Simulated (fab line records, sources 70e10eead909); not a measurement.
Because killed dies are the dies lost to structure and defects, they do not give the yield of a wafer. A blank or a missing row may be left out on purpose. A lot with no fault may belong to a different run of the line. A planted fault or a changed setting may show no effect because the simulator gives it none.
A struck lot beside a sound one -- flow nand harc -- 14 out of 1159 route steps
Sound: wafers L767.1, L767.4, L767.6. The struck wafers were L772.3, L772.5, L772.6. The cause comes at the end.
Each step with rows lists, per side, the tool, then ch with its chambers, then its first start. Under that, the readings that differ: sound wafers -- struck wafers -- difference of the means -- sigmas: that difference in standard deviations of wafers without a fault.
alike: readings with means less than 2 such deviations apart, plus words and numbers identical on both sides. not compared: withheld readings, readings lacking a value on some wafer, bounds such as >300 that could conceal the same value, and numbers that have no deviation in the record and whose values overlap.
The two part at a step that has a row with sigmas, a row that says differs or no value, or rows on one side only. When numbers do not overlap yet have no deviation, they are printed without sigmas and do not part them. A reading missing from all wafers of one side parts the sides only when that side holds two or more wafers.

NHARC_A_BLC_PVD_32: deposits Ti, target thk 5 nm, time 17.7 s.
  sound on pvd sputter-01; struck on pvd sputter-03
reading,sound,struck,difference,sigmas
throttle valve pct (%),31.0 30.1 30.6,28.2 28.8 28.2,-2.2,-3
NHARC_A_BLC_ALD_23: deposits TiN, target thk 3 nm, pulse time 1 s, ald cycles 150.
  sound on ald metal-03 ch 0,2, day 23 05:47; struck on ald metal-03 ch 2,3, day 24 00:01
  alike: heater power w, precursor pulse height rel
NHARC_A_BLC_CVD_24: deposits W, target thk 150 nm, time 434 s.
  sound on cvd w-02 ch 0,1; struck on cvd w-02 ch 0,1
  alike: heater power w, throttle valve pct
NHARC_A_BLC_CMP_25: polishes, t overpolish 30 s, target thk 150 nm.
  sound on cmp-01 ch 0,2,3, day 23 21:35; struck on cmp-03 ch 0,1,3, day 25 01:41
  alike: motor current A, overpolish run s, slurry flow ml min, time to endpoint s
following that, these wafers have no rows for 1 step: NHARC_A_BLC_SRD_27.
NHARC_A_BLC_INSPECT_28:
  struck on defect inspect-01, day 25 02:01; sound on defect inspect-01, day 23 21:58
  alike: raw defect count
then, 5 steps without rows for these wafers: NHARC_A_M0_DEP_00 (deposits SiOC, target thk 150 nm); NHARC_A_M0_DEHYDRATE_01 (time 120 s); NHARC_A_M0_HMDS_02 (time 30 s); NHARC_A_M0_COAT_33 (time 65 s); NHARC_A_M0_COAT_03 (resist thk 90 nm).
NHARC_A_M0_SOFTBAKE_04: time 55 s.
  sound on litho track-06 ch 0, day 23 22:00; struck on litho track-06 ch 0, day 25 02:00
reading,sound,struck,difference,sigmas
heater power total W (W),188.37 188.48 188.35,193.69 193.71 193.85,+5.35,+38
following that, these wafers have no rows for 1 step: NHARC_A_M0_EBR_05.
NHARC_END_SORT_01:
  sound on prober-01 ch 0, day 26 10:56; struck on prober-01 ch 0, day 26 20:16
  alike: defect limited yield, killed at array, killed at other, killed at periphery, killed dies, killed open, killed short, sort_bin_2_pct, sort_bin_3_pct, sort_bin_4_pct, sort n pass, sort rim yield pct, sort yield pct

== WHERE THEY PART ==
At NHARC_A_BLC_PVD_32 first; at NHARC_A_M0_SOFTBAKE_04 last (within this record only). Later steps at which nothing parts them and some readings are alike: NHARC_END_SORT_01.

WHY: what the simulator had put in
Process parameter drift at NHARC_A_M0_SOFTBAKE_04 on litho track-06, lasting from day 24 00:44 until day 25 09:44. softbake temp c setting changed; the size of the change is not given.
